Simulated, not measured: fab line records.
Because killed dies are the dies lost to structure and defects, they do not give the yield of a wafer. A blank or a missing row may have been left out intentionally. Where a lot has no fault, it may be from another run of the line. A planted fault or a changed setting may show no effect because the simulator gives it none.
fab line records | flow n5-finfet
record lots=7 wafers=39
route steps=1938 shown BEOL_M10@1512 BEOL_M11@1592 BEOL_M15@1809
start-h: the number of hours between the record's first day and the start of the first shown wafer of the lot | wait-h: hours elapsed since this lot's preceding step | " same as the row above | L1.1+2: several wafers, shown together as one row | - no value, or no start was given | * or withheld: withheld | < > ~ a bound
route shown NAME@n: NAME is a module with steps in the file, n the number in the route of the first one | usual: mean/standard deviation taken from wafers without a fault | same: alike in all rows | chamber/n: place in a boat | sites: the reading at each site | _std_site: how widely they spread, as a standard deviation | _edge_site: inner sites' mean taken away from outer sites' mean | radius-mm: how far each site lies from the wafer's centre | mask NAME#n: copy n | behind: tool/chamber where the wafer was last shaped | hold: cause of the lot's hold/its duration in hours/its outcome | device: which transistor (n, p or np) failed to switch | end of line: the route-end tests of the same wafers | a step given without rows: its recipe and nothing more | killed: not the wafer's yield, but the dies lost to structure and defects at the first sort | map: dies across one wafer; x = killed, . = not, _ = none there
set.NAME: the setting the step ran with; set.NAME@STEP: the setting that earlier step ran with | model.NAME: the simulator's own value behind a step, which no gauge read
one table per step and one row per wafer, for lots whose settings were changed on purpose
## steps
# step N5_BEOL_M10_TRENCH_ETCH_37
# recipe chemistry=C4F6/O2 target-depth-a=1488.3 target=SiCOH_lowk time-s=48 ion-energy-ev=250 pressure-mtorr=30 source-w=345 bias-w=185 Ar_flow_sccm=300 C4F6_flow_sccm=10 O2_flow_sccm=10
# columns lot.wafer tool chamber start-h wait-h set.target-depth-a model.etch.depth-nm model.BEOL_M10.feature-depth-nm model.TiN_of_BEOL_M10_HM_DEP_02.thk-nm
L074.1+6 rie-diel-02 2 - - 1488.3 149.9 150 16
L074.2 " 1 " " 1488.3 150.4 150.4 15.6
L074.3 " 3 " " 1488.3 152.7 152.8 15.8
L074.4 " 0 " " 1488.3 143.7 143.6 16.2
L074.5 " 3 " " 1488.3 153.8 153.8 15.6
L082.1 rie-diel-03 2 - - 2248 217.6 217.6 14
L082.2 " 0 " " 2248 222.9 222.8 13.8
L082.3 " 1 " " 1488.3 142.8 142.8 16
L082.4 " 3 " " 2248 224.4 224.4 13.2
L082.5 " 1 " " 1488.3 143.5 143.4 16
L082.6 " 0 " " 1488.3 147.4 147.4 15.8
L080.2 rie-diel-04 0 - - 1488.3 149.7 149.6 16.2
L080.3 " 3 " " 1488.3 147.1 147 16
L080.6 " 3 " " 1488.3 148.3 148.2 16
L084.1 rie-diel-04 0 - - 2117 214.8 214.8 14.2
L084.2 " 3 " " 1488.3 147 147 16.2
L084.3 " 2 " " 2117 224.3 224.4 13.6
L084.4 " 1 " " 2117 214.4 214.4 14
L084.5 " 1 " " 1488.3 150.4 150.4 15.8
L084.6 " 2 " " 1488.3 157.3 157.4 15.6
L086.1 rie-diel-04 1 - - 1488.3 151 151 16
L086.2+5 " 3 " " 1488.3 149.6 149.6 16
L086.3 " 2 " " 1067 114 114 16.8
L086.4 " 0 " " 1067 106.6 106.6 17
L086.6 " 2 " " 1067 113.8 113.8 17.2
L093.1 rie-diel-02 3 - - 1488.3 150.9 151 16
L093.2 " 0 " " 1488.3 142.6 142.6 16.4
L093.3 " 1 " " 620 61.89 61.8 18.6
L093.4 " 3 " " 620 63.22 63.2 18.2
L093.5 " 1 " " 1488.3 149.4 149.4 16.2
L093.6 " 0 " " 620 58.92 59 18.6
L095.1 rie-diel-04 2 - - 1488.3 157.7 157.6 15.6
L095.2 " 3 " " 1488.3 144.1 144.2 16
L095.3 " 0 " " 1488.3 149.6 149.6 15.8
L095.4 " 1 " " 1488.3 148.8 148.8 16
L095.5 " 1 " " 1488.3 147.9 148 15.8
L095.6 " 0 " " 1488.3 150 150 15.8
# step N5_BEOL_M10_ETCH_41
# recipe chemistry=CH3F/O2 target=SiCN target-depth-a=426 taper-deg=2 time-s=86 ion-energy-ev=120 mask-material=TiN pressure-mtorr=30 source-w=395 bias-w=75 Ar_flow_sccm=150 CH3F_flow_sccm=30 O2_flow_sccm=20
# step N5_BEOL_M10_STRIP_77
# recipe chemistry=N2/H2 time-s=10 power-w=450 temp-c=40 pressure-mtorr=20 rf-frequency-hz=6e+07 bias-power-w=7 n2-flow-sccm=200 h2-flow-sccm=200
# step N5_BEOL_M10_OCD_MEAS_38
# usual trench-depth-nm=149/4.4
# columns lot.wafer tool chamber start-h wait-h set.target-depth-a@BEOL_M10_TRENCH_ETCH_37 trench-depth-nm
L074.1 ocd-01 - 269.19 - 1488.3 150
L074.2 " - " " 1488.3 150
L074.3 " - " " 1488.3 153
L074.4 " - " " 1488.3 144
L074.5 " - " " 1488.3 154
L074.6 " - " " 1488.3 150
L082.1 ocd-01 - 280.34 - 2248 218
L082.2 " - " " 2248 223
L082.3 " - " " 1488.3 143
L082.4 " - " " 2248 224
L082.5 " - " " 1488.3 144
L082.6 " - " " 1488.3 148
L080.2 ocd-02 - 280.41 - 1488.3 150
L080.3 " - " " 1488.3 147
L080.6 " - " " 1488.3 148
L084.1 ocd-01 - 302.08 - 2117 215
L084.2 " - " " 1488.3 148
L084.3 " - " " 2117 225
L084.4 " - " " 2117 214
L084.5 " - " " 1488.3 150
L084.6 " - " " 1488.3 158
L086.1 ocd-01 - 336.00 - 1488.3 151
L086.2 " - " " 1488.3 150
L086.3 " - " " 1067 114
L086.4 " - " " 1067 106
L086.5 " - " " 1488.3 150
L086.6 " - " " 1067 114
L093.1 ocd-02 - 400.32 - 1488.3 151
L093.2 " - " " 1488.3 142
L093.3 " - " " 620 62
L093.4 " - " " 620 63
L093.5 " - " " 1488.3 150
L093.6 " - " " 620 59
L095.1 ocd-01 - 417.98 - 1488.3 157
L095.2 " - " " 1488.3 144
L095.3 " - " " 1488.3 149
L095.4 " - " " 1488.3 149
L095.5 " - " " 1488.3 148
L095.6 " - " " 1488.3 150
# step N5_BEOL_M10_HM_STRIP_39
# recipe chemistry=peroxide-tin-strip material=TiN target-depth-a=250 temp-c=50 time-s=158
# step N5_BEOL_M10_SRD_40
# recipe time-s=30 temp-c=23 rinse-liquid=diw dry=ipa-marangoni
# step N5_BEOL_M10_ECD_50
# recipe material=Cu target-thk-a=3180
# step N5_BEOL_M10_ANNEAL_51
# recipe temp-c=225 time-s=90 ambient=N2
# step N5_BEOL_M10_CMP_52
# recipe stop-on=SiCOH_lowk t-overpolish-s=7 down-force-psi=1 platen-rpm=50 clearing-platen-down-force-psi=1.5 clearing-platen-rpm=50 post-cmp-clean=cu-alkaline target-thk-nm=140 clearing-platen-pad-velocity-m-s=0.99484 pad-velocity-m-s=0.99484
# columns lot.wafer tool chamber start-h wait-h set.target-depth-a@BEOL_M10_TRENCH_ETCH_37 model.Cu_of_BEOL_M10_ECD_50.thk-nm
L074.4 cmp-03 3 272.28 0.1 1488.3 133.6
L074.2 " 0 " " 1488.3 139.4
L074.3 " 1 " " 1488.3 143
L074.1 " 2 " " 1488.3 141.4
L074.6 " 3 " " 1488.3 140.4
L074.5 " 0 " " 1488.3 142.4
L082.4 cmp-03 2 282.66 0.1 2248 217
L082.3 " 3 " " 1488.3 132.6
L082.2 " 0 " " 2248 211.8
L082.1 " 1 " " 2248 207.8
L082.6 " 2 " " 1488.3 140.4
L082.5 " 3 " " 1488.3 134
L080.3 cmp-04 3 282.71 0.2 1488.3 139.2
L080.2 " 0 " " 1488.3 140
L080.6 " 0 " " 1488.3 137.6
L084.3 cmp-03 3 303.81 0.2 2117 215.2
L084.4 " 0 " " 2117 203.4
L084.2 " 1 " " 1488.3 136.4
L084.1 " 2 " " 2117 207.8
L084.6 " 3 " " 1488.3 147.4
L084.5 " 0 " " 1488.3 139.6
L086.2 cmp-02 3 337.94 0.2 1488.3 139.8
L086.4 " 0 " " 1067 98.6
L086.3 " 1 " " 1067 105.8
L086.1 " 2 " " 1488.3 140.8
L086.6 " 3 " " 1067 104
L086.5 " 0 " " 1488.3 140.6
L093.4 cmp-04 3 403.85 0.1 620 56.4
L093.1 " 0 " " 1488.3 143.2
L093.3 " 1 " " 620 54.6
L093.2 " 2 " " 1488.3 135.4
L093.5 " 3 " " 1488.3 143
L093.6 " 0 " " 620 50.4
L095.3 cmp-03 1 421.98 0.2 1488.3 140.2
L095.2 " 2 " " 1488.3 138
L095.4 " 3 " " 1488.3 140
L095.1 " 0 " " 1488.3 148.6
L095.6 " 1 " " 1488.3 141.4
L095.5 " 2 " " 1488.3 141.8
# step N5_BEOL_M10_THK_MEAS_53
# recipe thk-meas-gauge=xrf reads=Cu_of_BEOL_M10_ECD_50
# usual M10_THK=143/4.9
# columns lot.wafer tool chamber start-h wait-h set.target-depth-a@BEOL_M10_TRENCH_ETCH_37 M10_THK[nm]
L074.1 film-metro-02 - 272.58 - 1488.3 142
L074.2 " - " " 1488.3 140
L074.3 " - " " 1488.3 143
L074.4 " - " " 1488.3 135
L074.5 " - " " 1488.3 143
L074.6 " - " " 1488.3 141
L082.1 film-metro-02 - 282.95 - 2248 210
L082.2 " - " " 2248 213
L082.3 " - " " 1488.3 133
L082.4 " - " " 2248 218
L082.5 " - " " 1488.3 135
L082.6 " - " " 1488.3 141
L080.2 film-metro-02 - 283.00 - 1488.3 140
L080.3 " - " " 1488.3 139
L080.6 " - " " 1488.3 137
L084.1 film-metro-01 - 304.11 - 2117 211
L084.2 " - " " 1488.3 139
L084.3 " - " " 2117 219
L084.4 " - " " 2117 207
L084.5 " - " " 1488.3 142
L084.6 " - " " 1488.3 150
L086.1 film-metro-01 - 338.24 - 1488.3 145
L086.2 " - " " 1488.3 144
L086.3 " - " " 1067 109
L086.4 " - " " 1067 101
L086.5 " - " " 1488.3 145
L086.6 " - " " 1067 107
L093.1 film-metro-01 - 404.14 - 1488.3 146
L093.2 " - " " 1488.3 138
L093.3 " - " " 620 56
L093.4 " - " " 620 58
L093.5 " - " " 1488.3 146
L093.6 " - " " 620 51
L095.1 film-metro-01 - 422.27 - 1488.3 151
L095.2 " - " " 1488.3 140
L095.3 " - " " 1488.3 143
L095.4 " - " " 1488.3 142
L095.5 " - " " 1488.3 144
L095.6 " - " " 1488.3 143
# step N5_BEOL_M10_PRE_CLEAN_55
# recipe gas=NH3 time-s=15 temp-c=withheld rf-power-w=300
# step N5_BEOL_M10_DEP_56
# recipe material=SiCN target-thk-a=150 temp-c=withheld precursor=3MS/NH3 pressure-torr=3 rf-w=202 time-s=26.5
# step N5_BEOL_M10_RS_MEAS_57
# recipe thk-meas-gauge=four-point-probe reads=Cu_of_BEOL_M10_ECD_50+Co_of_BEOL_M10_CVD_75+TaN_of_BEOL_M10_ALD_74
# usual M10_RS=0.150/0.0053
# columns lot.wafer tool chamber start-h wait-h set.target-depth-a@BEOL_M10_TRENCH_ETCH_37 M10_RS[ohm/sq]
L074.1 film-metro-02 - 272.71 0.1 1488.3 0.149
L074.2 " - " " 1488.3 0.152
L074.3 " - " " 1488.3 0.147
L074.4 " - " " 1488.3 0.158
L074.5 " - " " 1488.3 0.148
L074.6 " - " " 1488.3 0.150
L082.1 film-metro-02 - 283.09 0.1 2248 0.098
L082.2 " - " " 2248 0.096
L082.3 " - " " 1488.3 0.160
L082.4 " - " " 2248 0.094
L082.5 " - " " 1488.3 0.158
L082.6 " - " " 1488.3 0.150
L080.2 film-metro-01 - 283.14 0.1 1488.3 0.151
L080.3 " - " " 1488.3 0.152
L080.6 " - " " 1488.3 0.154
L084.1 film-metro-01 - 304.24 0.1 2117 0.098
L084.2 " - " " 1488.3 0.156
L084.3 " - " " 2117 0.095
L084.4 " - " " 2117 0.101
L084.5 " - " " 1488.3 0.152
L084.6 " - " " 1488.3 0.142
L086.1 film-metro-02 - 338.37 0.1 1488.3 0.150
L086.2 " - " " 1488.3 0.151
L086.3 " - " " 1067 0.207
L086.4 " - " " 1067 0.224
L086.5 " - " " 1488.3 0.150
L086.6 " - " " 1067 0.211
L093.1 film-metro-01 - 404.28 0.1 1488.3 0.147
L093.2 " - " " 1488.3 0.156
L093.3 " - " " 620 0.452
L093.4 " - " " 620 0.434
L093.5 " - " " 1488.3 0.148
L093.6 " - " " 620 0.500
L095.1 film-metro-02 - 422.44 0.1 1488.3 0.141
L095.2 " - " " 1488.3 0.153
L095.3 " - " " 1488.3 0.151
L095.4 " - " " 1488.3 0.151
L095.5 " - " " 1488.3 0.149
L095.6 " - " " 1488.3 0.149
# step N5_BEOL_M11_CVD_75
# recipe material=Co target-thk-a=20 temp-c=withheld precursor=CCTBA/H2 pressure-torr=30 time-s=138.9
# columns lot.wafer tool chamber start-h wait-h set.target-thk-a model.Co_of_BEOL_M11_CVD_75.thk-nm
L074.1 cvd-co-02 0 280.12 0.0 20 2.2
L074.2 " 1 " " 28.13 2.6
L074.3+5 " 2 " " 28.13 2.8
L074.4+6 " 0,1 " " 20 2
L082.1+3+4 cvd-co-02 0,2,0 289.36 0.0 20 2
L082.2+5+6 " 1,2,1 " " 28.67 2.8
L080.2 cvd-co-02 1 289.68 0.3 20 2
L080.3 " 2 " " 20 2.2
L080.6 " 2 " " 20 2.4
L084.1 cvd-co-01 2 310.97 0.0 20 1.6
L084.2+6 " 0,2 " " 20 1.8
L084.3+5 " 1 " " 15.87 1.4
L084.4 " 0 " " 15.87 1.2
L086.1 cvd-co-02 2 344.73 0.3 9.626 1
L086.2+5+6 " 0,0,2 " " 20 2
L086.3+4 " 1 " " 9.626 0.8
L093.1+2+4 cvd-co-01 0,1,0 413.19 0.2 11.83 1.2
L093.3+5 " 2,1 " " 20 2
L093.6 " 2 " " 20 1.8
L095.1+5 cvd-co-01 2 431.77 0.1 20 1.8
L095.2+4 " 0,1 " " 9.983 1
L095.3 " 1 " " 20 2
L095.6 " 0 " " 9.983 0.8
# step N5_BEOL_M15_TRENCH_ETCH_34
# recipe chemistry=C4F8/O2/Ar target=SiO2 target-depth-a=8729.3 he-inner-torr=15 he-outer-torr=30 time-s=199 ion-energy-ev=800 pressure-mtorr=20 source-w=1905 bias-w=2040 Ar_flow_sccm=400 C4F8_flow_sccm=16 O2_flow_sccm=12
# columns lot.wafer tool chamber start-h wait-h set.time-s model.etch.depth-nm model.coat_of_BEOL_M15_COAT_22.thk-nm
L074.1 rie-diel-06 3 308.04 0.0 161.5 717.8 573.6
L074.2 " 1 " " 199 857.1 555.2
L074.3 " 0 " " 199 882.1 544.4
L074.4 " 0 " " 199 878 545.8
L074.5 " 1 " " 161.5 696.5 585
L074.6 " 3 " " 161.5 719.2 571.2
L082.1 rie-diel-01 2 314.12 0.0 199 868.4 551.2
L082.2 " 0 " " 307.4 1307 467.4
L082.3 " 3 " " 199 872.4 550.6
L082.4 " 1 " " 307.4 1323 460.4
L082.5 " 2 " " 307.4 1337 455.2
L082.6 " 1 " " 199 859.1 552.6
L080.2 rie-diel-06 1 314.14 0.0 199 856.4 553.4
L080.3 " 2 " " 199 886.6 539.6
L080.6 " 1 " " 199 864 553.2
L084.1 rie-diel-06 0 338.64 0.0 165.1 726.5 573.6
L084.2 " 2 " " 199 882.5 546
L084.3 " 1 " " 199 863.9 553
L084.4 " 1 " " 165.1 716.9 581.8
L084.5 " 0 " " 199 873.9 547
L084.6 " 2 " " 165.1 735.2 574.6
L086.1 rie-diel-05 0 368.84 0.0 199 919.1 530.6
L086.2 " 2 " " 129.8 592.8 595.6
L086.3 " 1 " " 129.8 553.7 609.4
L086.4 " 3 " " 199 827.1 557
L086.5 " 1 " " 199 851.5 550.4
L086.6 " 0 " " 129.8 595.2 595.2
L093.1 rie-diel-05 1 436.13 0.0 199 847.6 552
L093.2 " 3 " " 103.1 453.7 626.6
L093.3 " 2 " " 103.1 460.8 624
L093.4 " 0 " " 199 908.8 531.8
L093.5 " 3 " " 103.1 454.2 626.8
L093.6 " 2 " " 199 884.6 537.8
L095.1 rie-diel-06 1 451.11 0.0 199 842.8 558.6
L095.2 " 0 " " 199 874.4 543
L095.3 " 2 " " 199 881 541.8
L095.4 " 2 " " 199 878.8 540
L095.5 " 0 " " 199 871.2 543.2
L095.6 " 1 " " 199 851.4 554.2
# step N5_BEOL_M15_STRIP_36
# recipe chemistry=O2 power-w=600 temp-c=60 pressure-mtorr=30 rf-frequency-hz=6e+07 bias-power-w=0 overash-fraction=0.3 o2-flow-sccm=225
# step N5_BEOL_M15_ECD_47
# recipe material=Cu target-thk-a=18600
# step N5_BEOL_M15_ANNEAL_48
# recipe temp-c=225 time-s=90 ambient=N2
# step N5_BEOL_M15_CMP_49
# recipe stop-on=SiO2 t-overpolish-s=4.9 down-force-psi=2 platen-rpm=80 clearing-platen-down-force-psi=2 clearing-platen-rpm=80 post-cmp-clean=cu-alkaline target-thk-nm=850 clearing-platen-pad-velocity-m-s=1.5917 pad-velocity-m-s=1.5917
# columns lot.wafer tool chamber start-h wait-h set.time-s@BEOL_M15_TRENCH_ETCH_34 model.Cu_of_BEOL_M15_ECD_47.thk-nm
L074.4 cmp-02 2 315.31 0.1 199 853
L074.1 " 3 " " 161.5 692.8
L074.3 " 0 " " 199 859
L074.2 " 1 " " 199 832.8
L074.5 " 2 " " 161.5 671.2
L074.6 " 3 " " 161.5 695.4
L082.2 cmp-01 2 317.50 0.2 307.4 1284
L082.4 " 3 " " 307.4 1298
L082.3 " 0 " " 199 849.4
L082.1 " 1 " " 199 844.4
L082.6 " 2 " " 199 836
L082.5 " 3 " " 307.4 1313
L080.2 cmp-04 2 317.88 0.3 199 835.8
L080.3 " 3 " " 199 866.2
L080.6 " 0 " " 199 840.2
L084.4 cmp-01 0 340.74 0.1 165.1 693.8
L084.1 " 1 " " 165.1 700.4
L084.3 " 2 " " 199 840.6
L084.2 " 3 " " 199 858
L084.5 " 0 " " 199 851.6
L084.6 " 1 " " 165.1 709.8
L086.2 cmp-02 3 372.37 0.2 129.8 568.2
L086.1 " 0 " " 199 897.4
L086.4 " 1 " " 199 804.4
L086.3 " 2 " " 129.8 530
L086.5 " 3 " " 199 828
L086.6 " 0 " " 129.8 572
L093.3 cmp-04 3 441.47 0.2 103.1 438.6
L093.2 " 0 " " 103.1 429.6
L093.4 " 1 " " 199 886.4
L093.1 " 2 " " 199 824.2
L093.6 " 3 " " 199 862.6
L093.5 " 0 " " 103.1 429.2
L095.1 cmp-01 0 452.90 0.3 199 819.4
L095.4 " 1 " " 199 854.6
L095.2 " 2 " " 199 851.6
L095.3 " 3 " " 199 857
L095.5 " 0 " " 199 850.8
L095.6 " 1 " " 199 826
# step N5_BEOL_M15_THK_MEAS_50
# recipe thk-meas-gauge=xrf reads=Cu_of_BEOL_M15_ECD_47
# usual M15_THK=859/21
# columns lot.wafer tool chamber start-h wait-h set.time-s@BEOL_M15_TRENCH_ETCH_34 M15_THK[nm]
L074.1 film-metro-01 - 315.61 - 161.5 702
L074.2 " - " " 199 850
L074.3 " - " " 199 873
L074.4 " - " " 199 871
L074.5 " - " " 161.5 682
L074.6 " - " " 161.5 708
L082.1 film-metro-02 - 317.79 - 199 858
L082.2 " - " " 307.4 1310
L082.3 " - " " 199 862
L082.4 " - " " 307.4 1322
L082.5 " - " " 307.4 1340
L082.6 " - " " 199 844
L080.2 film-metro-01 - 318.10 - 199 854
L080.3 " - " " 199 881
L080.6 " - " " 199 860
L084.1 film-metro-02 - 341.03 - 165.1 708
L084.2 " - " " 199 870
L084.3 " - " " 199 852
L084.4 " - " " 165.1 701
L084.5 " - " " 199 866
L084.6 " - " " 165.1 721
L086.1 film-metro-02 - 372.66 - 199 917
L086.2 " - " " 129.8 579
L086.3 " - " " 129.8 537
L086.4 " - " " 199 822
L086.5 " - " " 199 846
L086.6 " - " " 129.8 583
L093.1 film-metro-01 - 441.77 - 199 822
L093.2 " - " " 103.1 429
L093.3 " - " " 103.1 438
L093.4 " - " " 199 884
L093.5 " - " " 103.1 426
L093.6 " - " " 199 862
L095.1 film-metro-02 - 453.19 - 199 829
L095.2 " - " " 199 862
L095.3 " - " " 199 863
L095.4 " - " " 199 864
L095.5 " - " " 199 859
L095.6 " - " " 199 835
# step N5_BEOL_M15_PRE_CLEAN_52
# recipe gas=NH3 time-s=15 temp-c=withheld rf-power-w=300
# step N5_BEOL_M15_DEP_53
# recipe material=SiCN target-thk-a=500 temp-c=withheld precursor=3MS/NH3 pressure-torr=3 rf-w=675 time-s=17.8
# step N5_BEOL_M15_RS_MEAS_54
# recipe thk-meas-gauge=four-point-probe reads=Cu_of_BEOL_M15_ECD_47+Ta_of_BEOL_M15_SPUTTER_44+TaN_of_BEOL_M15_SPUTTER_43
# usual M15_RS=0.0216/0.0005
# columns lot.wafer tool chamber start-h wait-h set.time-s@BEOL_M15_TRENCH_ETCH_34 M15_RS[ohm/sq]
L074.1 film-metro-02 - 315.74 0.0 161.5 0.0265
L074.2 " - " " 199 0.0220
L074.3 " - " " 199 0.0213
L074.4 " - " " 199 0.0214
L074.5 " - " " 161.5 0.0274
L074.6 " - " " 161.5 0.0265
L082.1 film-metro-01 - 317.92 0.0 199 0.0218
L082.2 " - " " 307.4 0.0142
L082.3 " - " " 199 0.0216
L082.4 " - " " 307.4 0.0141
L082.5 " - " " 307.4 0.0139
L082.6 " - " " 199 0.0220
L080.2 film-metro-01 - 318.23 0.1 199 0.0219
L080.3 " - " " 199 0.0211
L080.6 " - " " 199 0.0218
L084.1 film-metro-02 - 341.19 0.1 165.1 0.0262
L084.2 " - " " 199 0.0214
L084.3 " - " " 199 0.0218
L084.4 " - " " 165.1 0.0264
L084.5 " - " " 199 0.0215
L084.6 " - " " 165.1 0.0259
L086.1 film-metro-01 - 372.79 0.0 199 0.0204
L086.2 " - " " 129.8 0.0325
L086.3 " - " " 129.8 0.0349
L086.4 " - " " 199 0.0228
L086.5 " - " " 199 0.0221
L086.6 " - " " 129.8 0.0323
L093.1 film-metro-02 - 441.90 0.0 199 0.0222
L093.2 " - " " 103.1 0.0433
L093.3 " - " " 103.1 0.0423
L093.4 " - " " 199 0.0206
L093.5 " - " " 103.1 0.0433
L093.6 " - " " 199 0.0212
L095.1 film-metro-02 - 453.32 0.0 199 0.0224
L095.2 " - " " 199 0.0215
L095.3 " - " " 199 0.0214
L095.4 " - " " 199 0.0215
L095.5 " - " " 199 0.0215
L095.6 " - " " 199 0.0222
## key
split step=N5_BEOL_M10_TRENCH_ETCH_37 setting=target-depth-a stated=1488.3 by=wafer
response step=N5_BEOL_M10_TRENCH_ETCH_37 reading=model.etch.depth-nm change=+1.5 per=1% r=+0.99
response step=N5_BEOL_M10_TRENCH_ETCH_37 reading=model.BEOL_M10.feature-depth-nm change=+1.5 per=1% r=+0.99
response step=N5_BEOL_M10_TRENCH_ETCH_37 reading=model.TiN_of_BEOL_M10_HM_DEP_02.thk-nm change=-0.0416 per=1% r=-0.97
response step=N5_BEOL_M10_OCD_MEAS_38 reading=trench-depth-nm change=+1.5 per=1% r=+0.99
response step=N5_BEOL_M10_CMP_52 reading=model.Cu_of_BEOL_M10_ECD_50.thk-nm change=+1.5 per=1% r=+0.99
response step=N5_BEOL_M10_THK_MEAS_53 reading=M10_THK change=+1.52 per=1% r=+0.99
response step=N5_BEOL_M10_RS_MEAS_57 reading=M10_RS shape=bent at-lowest=0.462 at-stated=0.151 at-highest=0.096
split step=N5_BEOL_M11_CVD_75 setting=target-thk-a stated=20 by=wafer
response step=N5_BEOL_M11_CVD_75 reading=model.Co_of_BEOL_M11_CVD_75.thk-nm change=+0.019 per=1% r=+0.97
split step=N5_BEOL_M15_TRENCH_ETCH_34 setting=time-s stated=199 by=wafer
response step=N5_BEOL_M15_TRENCH_ETCH_34 reading=model.etch.depth-nm change=+8.5 per=1% r=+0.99
response step=N5_BEOL_M15_TRENCH_ETCH_34 reading=model.coat_of_BEOL_M15_COAT_22.thk-nm change=-1.67 per=1% r=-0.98
response step=N5_BEOL_M15_CMP_49 reading=model.Cu_of_BEOL_M15_ECD_47.thk-nm change=+8.52 per=1% r=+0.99
response step=N5_BEOL_M15_THK_MEAS_50 reading=M15_THK change=+8.69 per=1% r=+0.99
response step=N5_BEOL_M15_RS_MEAS_54 reading=M15_RS change=-0.000285 per=1% r=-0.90
